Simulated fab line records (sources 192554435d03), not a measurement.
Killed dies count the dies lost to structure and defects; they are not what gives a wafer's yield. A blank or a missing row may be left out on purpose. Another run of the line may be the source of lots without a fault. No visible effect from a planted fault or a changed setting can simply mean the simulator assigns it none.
A lot that was struck, set against a sound lot    flow n5 finfet    14 steps out of a route of 1938
Sound: wafers L342.1, L342.3, L342.6. Wafers struck: L348.2, L348.3, L348.5. The cause is given at the end.
At each step with rows: each side's tool, then ch and its chambers, then its first start. Under that, the readings that differ: sound wafers    struck wafers    difference of the means    sigmas: that difference in standard deviations of wafers without a fault.
alike: readings whose means differ by less than 2 such deviations, and words and numbers that are the same on both sides. not compared: withheld readings, readings that some wafer has no value for, bounds like >300 that may hide the same value, and numbers for which the record gives no deviation and whose values overlap.
The two part at a step that has a row with sigmas, a row that says differs or no value, or rows on one side only. Non-overlapping numbers with no deviation appear without sigmas and do not part them. A reading missing from all wafers of one side parts the sides only when that side holds two or more wafers.

N5_BEOL_M3_RS_MEAS_58: a four-point-probe measurement.
  sound: film metro-02 at day 8 21:41; struck: film metro-01 at day 10 01:22
  alike: M3_RS
N5_BEOL_M3_INSPECT_59: inspects for defects (darkfield).
  sound: defect inspect-02 at day 8 21:43; struck: defect inspect-01 at day 10 01:24
  alike: raw defect count
N5_BEOL_M4_ILD_DEP_00: deposits SiOC from DEMS/O2, target thk 79 nm, time 15.3 s.
  sound on pecvd-01 ch 1,2, day 8 21:45; struck on pecvd-02 ch 0,1,2, day 10 01:26
reading                 sound           struck          difference  sigmas
throttle valve pct (%)  11.4 11.5 11.2  12.4 11.5 12.7  +0.8        +2
  alike: heater power w, showerhead plenum p Torr, showerhead vpp V
N5_BEOL_M4_THK_MEAS_01:
  sound: film metro-01 at day 8 21:49; struck: film metro-02 at day 10 01:30
  alike: M4_ILD_THK
N5_BEOL_M4_PECVD_72: deposits SiO2 from TEOS/O2, target thk 16 nm, time 18 s.
  sound on pecvd-04 ch 0,2, day 8 21:52; struck on pecvd-02 ch 0,1,2, day 10 01:32
  alike: heater power w, showerhead plenum p Torr, showerhead vpp V, throttle valve pct
N5_BEOL_M4_HM_DEP_02: deposits TiN, target thk 20 nm.
  sound: pvd sputter-03 at day 8 22:28; struck: pvd sputter-02 at day 10 01:35
  alike: throttle valve pct
then, 6 steps without rows for these wafers: N5_BEOL_M4_COAT_61 (time 60 s, resist thk 60 nm); N5_BEOL_M4_COAT_62 (time 60 s, resist thk 12 nm); N5_BEOL_M4_COAT_73 (time 60 s, resist thk 5 nm); N5_BEOL_M4_COAT_05 (resist thk 30 nm); N5_BEOL_M4_EBR_07; N5_BEOL_M4_SOFTBAKE_06 (time 60 s).
N5_BEOL_M4_EXPOSE_08: exposes mask M4.
  struck on euv scanner-02, day 10 01:53; sound on euv scanner-02 ch 0, day 8 22:52
  no value came back on the struck wafers for dipole opening deg (degrees), exposure dose mJ cm2, focus offset nm (nm), reticle temp C (C); on the sound wafers dipole opening deg (degrees) reads 79.7 79.7 79.7
  alike: mask
then, 1 step without rows for these wafers: N5_BEOL_M4_PEB_09 (peb time 60 s).

== WHERE THEY PART ==
Last at N5_BEOL_M4_EXPOSE_08 as far as this record goes, first at N5_BEOL_M4_ILD_DEP_00.

WHY: what the simulator had put in
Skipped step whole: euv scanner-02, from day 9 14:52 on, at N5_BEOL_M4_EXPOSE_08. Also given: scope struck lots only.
